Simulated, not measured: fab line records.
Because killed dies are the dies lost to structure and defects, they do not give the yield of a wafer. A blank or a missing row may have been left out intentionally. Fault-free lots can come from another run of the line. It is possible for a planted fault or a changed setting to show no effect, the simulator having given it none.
Which tool was responsible? -- flow nand harc -- 33 wafers from 11 lots sampled at 4 of the route's 1302 steps

## WHAT THE GAUGES SHOWED, per wafer
NHARC_A_SGD_CUT_CD_MEAS_09: target cd 100 nm.
lot,measured,on,cd nm (nm)
L649,day 19 09:57,cd sem-03,100.5 100.9 100.8
L648,day 19 10:19,cd sem-01,99.3 99.6 99.0
L650,day 20 01:41,cd sem-03,100.4 101.0 99.6
L651,day 20 17:11,cd sem-03,100.7 99.1 100.9
L652,day 20 16:19,cd sem-01,100.2 100.0 100.0
L657,day 22 05:04,cd sem-01,100.1 99.9 100.8
L661,day 24 05:47,cd sem-01,99.1 99.7 99.8
L664,day 26 10:17,cd sem-01,99.1 99.1 99.8
L667,day 27 00:50,cd sem-02,119.6 119.6 120.7
L669,day 27 17:46,cd sem-01,117.0 117.9 116.6
L668,day 27 17:54,cd sem-01,100.2 101.6 100.1

## TOOL THAT RAN EACH LOT (tool first, then ch and the chambers of the sampled wafers, then the start)
lot,NHARC_A_STAIRCASE_DEP_417,NHARC_A_STAIRCASE_DESCUM_443,NHARC_A_SGD_CUT_EXPOSE_06
L649,"pecvd-04 ch 0,2, day 17 11:30","rie diel-02 ch 1,2,3, day 19 02:07","arfi scanner-03 ch 0, day 19 09:49"
L648,"pecvd-03 ch 1,2, day 17 13:33","rie diel-03 ch 0,2,3, day 19 02:21","arfi scanner-02 ch 0, day 19 10:10"
L650,"pecvd-01 ch 1,2, day 18 04:28","rie diel-02 ch 1,3, day 19 16:49","arfi scanner-02 ch 0, day 20 01:32"
L651,"pecvd-04 ch 0,1,2, day 18 17:43","rie diel-02 ch 0,1, day 20 08:05","arfi scanner-03 ch 0, day 20 17:02"
L652,"pecvd-03 ch 0,2, day 18 19:27","rie diel-03 ch 0,2,3, day 20 08:20","arfi scanner-01 ch 0, day 20 16:11"
L657,"pecvd-04 ch 0,1,2, day 20 15:44","rie diel-13 ch 1,2,3, day 21 21:11","arfi scanner-03 ch 0, day 22 04:56"
L661,"pecvd-03 ch 0,1,2, day 22 09:41","rie diel-03 ch 0,2, day 23 21:32","arfi scanner-02 ch 0, day 24 05:39"
L664,"pecvd-04 ch 0,1,2, day 24 11:26","rie diel-13 ch 0,1,2, day 26 02:17","arfi scanner-03 ch 0, day 26 10:09"
L667,"pecvd-04 ch 1,2, day 24 23:38","rie diel-02 ch 2,3, day 26 16:56","arfi scanner-02 ch 0, day 27 00:41"
L669,"pecvd-04 ch 0,1, day 25 16:32","rie diel-02 ch 1,2, day 27 09:46","arfi scanner-02 ch 0, day 27 17:37"
L668,"pecvd-04 ch 1,2, day 25 19:39","rie diel-03 ch 0,1,3, day 27 09:56","arfi scanner-03 ch 0, day 27 17:46"
- NHARC_A_STAIRCASE_DEP_417: deposits Si3N4, target thk 60 nm.
- NHARC_A_STAIRCASE_DESCUM_443: chemistry O2, time 3 s.
- NHARC_A_SGD_CUT_EXPOSE_06: exposes mask SGD.

## AS READ BY THE TOOLS THEMSELVES (means over the sampled wafers that have a number; for cases with no such wafer, the mark the record gives instead)
NHARC_A_STAIRCASE_DEP_417.
lot,tool,heater power outer w (W),heater power w (W)
L649,pecvd-04,424,700
L648,pecvd-03,444,743
L650,pecvd-01,403,739
L651,pecvd-04,474,796
L652,pecvd-03,367,641
L657,pecvd-04,465,772
L661,pecvd-03,435,720
L664,pecvd-04,441,757
L667,pecvd-04,467,733
L669,pecvd-04,500,875
L668,pecvd-04,440,684

NHARC_A_STAIRCASE_DESCUM_443.
lot,tool,chamber pressure mTorr (mTorr),drypump motor current A (A),oes product au (a.u.),rf vpp V (V),showerhead plenum p Torr (Torr),throttle valve pct (%)
L649,rie diel-02,60.03,5.77,0.998,58.0,1.90,11.303
L648,rie diel-03,60.05,5.95,1.002,57.7,1.87,11.316
L650,rie diel-02,59.98,5.78,1.012,57.9,1.91,11.313
L651,rie diel-02,60.02,5.79,0.997,57.8,1.89,11.305
L652,rie diel-03,60.02,5.94,1.006,57.8,1.87,11.306
L657,rie diel-13,60.00,6.14,1.000,57.5,1.88,11.313
L661,rie diel-03,59.99,6.06,1.011,57.1,2.01,11.305
L664,rie diel-13,59.97,5.73,1.007,56.7,1.85,11.310
L667,rie diel-02,60.03,5.63,1.008,57.8,1.81,11.317
L669,rie diel-02,60.03,5.74,0.991,58.0,1.86,11.306
L668,rie diel-03,59.94,5.90,1.012,58.1,1.94,11.308

NHARC_A_SGD_CUT_EXPOSE_06.
lot,tool,exposure dose mJ cm2,focus offset nm (nm)
L649,arfi scanner-03,85.42,0.4
L648,arfi scanner-02,85.54,0.6
L650,arfi scanner-02,85.54,0.2
L651,arfi scanner-03,85.51,-0.2
L652,arfi scanner-01,85.50,-0.6
L657,arfi scanner-03,85.50,-0.6
L661,arfi scanner-02,85.50,-0.4
L664,arfi scanner-03,85.50,-0.4
L667,arfi scanner-02,111.03,-0.0
L669,arfi scanner-02,105.95,0.4
L668,arfi scanner-03,85.42,0.0

## THE ANSWER, worked out from the rows above alone
Rule: the usual values come from the lots themselves. The widest of any qualifying gaps counts: lots, ordered by their means at a reading, are off when they make up no more than a third of the lots, leave a main group of 4 or more, and stand apart from it by 3 or more times the standard deviation of that group's means. A main group whose means are all the same, to the digits that the tables above print for the reading, isn't used. Also off: a lot with no number at a reading for which 4 or more lots have one. The other lots that the step has rows for count as sound. The gauges are gone through in route order, then the tools' own readings, and for those a lot's mean is taken as printed above. At the first step where some lot is off, the reading lying furthest off is the one used; lots without a number count as furthest.
Off at NHARC_A_SGD_CUT_CD_MEAS_09 (cd nm): L667, L669. The main group has a mean of 100.0 nm with a standard deviation of 0.51.
A tool fits if, at a process step before that reading, it ran every lot that is off, and no sound lot after the first of them. The gauges at NHARC_A_SGD_CUT_CD_MEAS_09 aren't tried: what is off there is off at NHARC_A_SGD_CUT_EXPOSE_06 too, on other tools, and a gauge's error can't cause that. Undecided on this evidence; 2 tools fit (rie diel-02 at NHARC_A_STAIRCASE_DESCUM_443, arfi scanner-02 at NHARC_A_SGD_CUT_EXPOSE_06).

## WHAT THE SIMULATOR HAD PUT IN
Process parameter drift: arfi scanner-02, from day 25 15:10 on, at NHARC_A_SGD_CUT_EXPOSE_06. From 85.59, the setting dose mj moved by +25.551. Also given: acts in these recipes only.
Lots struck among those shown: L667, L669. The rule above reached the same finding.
